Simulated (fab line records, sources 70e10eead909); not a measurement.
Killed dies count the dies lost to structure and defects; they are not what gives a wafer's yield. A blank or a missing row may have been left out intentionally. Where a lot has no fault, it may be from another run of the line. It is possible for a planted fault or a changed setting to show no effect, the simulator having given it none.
A struck lot beside a sound one -- flow nand-harc -- 12 steps out of a route of 1159
Sound: these wafers, L679.1, L679.2, L679.3. Struck: wafers L688.4, L688.6. The cause is named last.
For every step that has rows: the tool of each side, followed by ch and its chambers, followed by its first start. Under that, the readings that differ: sound wafers -- struck wafers -- difference of the means -- sigmas: that difference in standard deviations of wafers without a fault.
alike: same words and numbers on both sides, and readings whose means sit less than 2 such deviations apart. not compared: any withheld reading, any reading some wafer has no value for, any bound like >300 that may hide the same value, and any number with overlapping values for which the record gives no deviation.
A row with sigmas, a row that says differs or no value, or rows on one side alone: a step with any of these is where the two part. Non-overlapping numbers with no deviation appear without sigmas and do not part them. A reading missing from all wafers of one side parts the sides only when that side holds two or more wafers.

NHARC_A_SLIT_ETCH_29: etches the open film in CF4/O2, target depth 100 nm, overetch 10 nm, time 55 s.
  sound on rie-diel-05 ch 0,1,3, day 14 03:40; struck on rie-diel-05 ch 0,2, day 16 23:49
  alike: cf4-flow-sccm, drypump-motor-current-A, oes-product-au, rf-vpp-V, showerhead-plenum-p-Torr, throttle-valve-pct
  not compared: rf-hours-counter-h
NHARC_A_SLIT_STRIP_18: strips in O2.
  sound on rie-diel-05 ch 0,1,3; struck on rie-diel-05 ch 3
reading,sound,struck,difference,sigmas
drypump-motor-current-A (A),6.27 4.99 6.00,4.99 5.00,-0.76,-3
  alike: oes-product-au, rf-vpp-V, showerhead-plenum-p-Torr, throttle-valve-pct
  not compared: rf-hours-counter-h
then, 2 steps without rows for these wafers: NHARC_A_SLIT_PRECLEAN_19 (cleans in SC1); NHARC_A_SLIT_SRD_20.
NHARC_A_SLIT_CD_MEAS_21:
  sound: cd-sem-02 at day 14 04:16; struck: cd-sem-03 at day 17 00:21
reading,sound,struck,difference,sigmas
cd-nm (nm),290.5 290.1 290.7,288.1 288.4,-2.2,-3
then, 3 steps without rows for these wafers: NHARC_A_SIN_REMOVE_WET_00 (chemistry H3PO4, time 15300 s); NHARC_A_SIN_REMOVE_PRECLEAN_01 (cleans in SC1); NHARC_A_SIN_REMOVE_SRD_02.
NHARC_A_SIN_REMOVE_INSPECT_04:
  sound: defect-inspect-01 at day 14 10:18; struck: defect-inspect-01 at day 17 06:27
  alike: raw-defect-count
NHARC_A_WL_FILL_ALD_00: deposits Al2O3, target thk 3 nm, pulse time 3 s, ald cycles 30.
  sound on ald-hk-01 ch 0,1,3, day 14 12:11; struck on ald-hk-02 ch 1,3, day 17 06:44
  alike: heater-power-w, precursor-pulse-height-rel
  not compared: ald-cycles
NHARC_A_WL_FILL_RTA_01: time 5 s.
  sound on rtp-anneal-02 ch 0, day 14 12:28; struck on rtp-anneal-02 ch 0, day 17 07:02
  alike: lamp-power-pct, wafer_temp_C_max
NHARC_A_WL_FILL_ALD_02: deposits TiN, target thk 2 nm, pulse time 3 s, ald cycles 100.
  sound on ald-metal-02 ch 0,2,3, day 14 12:43; struck on ald-metal-01 ch 0,1, day 17 07:17
reading,sound,struck,difference,sigmas
ald-cycles,100 100 100,42 42,-58,
  alike: heater-power-w, precursor-pulse-height-rel

WHERE THEY PART
First at NHARC_A_SLIT_STRIP_18; last, within this record, at NHARC_A_SLIT_CD_MEAS_21. Later steps at which nothing parts them and some readings are alike: NHARC_A_SIN_REMOVE_INSPECT_04, NHARC_A_WL_FILL_ALD_00, NHARC_A_WL_FILL_RTA_01, NHARC_A_WL_FILL_ALD_02.

WHY: the cause the simulator had injected
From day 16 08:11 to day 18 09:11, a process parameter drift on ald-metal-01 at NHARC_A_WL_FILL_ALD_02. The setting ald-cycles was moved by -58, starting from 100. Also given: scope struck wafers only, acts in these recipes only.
